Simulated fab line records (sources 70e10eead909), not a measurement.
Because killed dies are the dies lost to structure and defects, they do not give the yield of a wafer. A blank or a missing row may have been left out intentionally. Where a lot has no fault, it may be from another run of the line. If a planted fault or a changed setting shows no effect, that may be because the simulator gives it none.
Matching of chambers :: flow nand harc :: NHARC_P_M0_DEP_32 on pecvd-03 has 3 sister chambers
The step deposits SiCN, target thk 30 nm. 3 wafers are shown with their chamber, then 7 later ones without.

## EACH WAFER AND ITS CHAMBER
wafer: L088.4
chamber: 0
heater power w (W): 648

wafer: L089.3
chamber: 2
heater power w (W): 502

wafer: L089.4
chamber: 1
heater power w (W): 596

## WAFERS WHOSE CHAMBER IS MISSING
wafer: L089.5
heater power w (W): 511

wafer: L092.3
heater power w (W): 535

wafer: L092.4
heater power w (W): 695

wafer: L092.5
heater power w (W): 550

wafer: L093.2
heater power w (W): 554

wafer: L093.3
heater power w (W): 681

wafer: L093.4
heater power w (W): 686

## CHAMBER TAKEN BY EACH
wafer: L089.5
from the rows above: 2
in truth: 2

wafer: L092.3
from the rows above: can't be placed: 2 or 1
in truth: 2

wafer: L092.4
from the rows above: can't be placed: 0 or 1
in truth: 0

wafer: L092.5
from the rows above: can't be placed: 1 or 2 or 0
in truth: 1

wafer: L093.2
from the rows above: can't be placed: 1 or 2 or 0
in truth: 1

wafer: L093.3
from the rows above: can't be placed: 0 or 1
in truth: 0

wafer: L093.4
from the rows above: can't be placed: 0 or 1
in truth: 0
1 of 7 placed correctly. Not placeable from these rows: 6 (in 6, the candidates include the true chamber). Number placed wrongly: 0.
How it was worked out, from the rows above alone: a wafer's distance from a chamber is the root of the sum, over the readings, of the square of ((its reading less the chamber's mean) divided by the reading's scatter). If the next closest chamber is less than 2 further off than the closest, the wafer can't be placed; otherwise it belongs to the closest. Each chamber's mean is taken over the wafers shown for it. The scatter: root of mean squared gap, hidden wafer to nearest shown wafer, with one shown wafer a chamber.
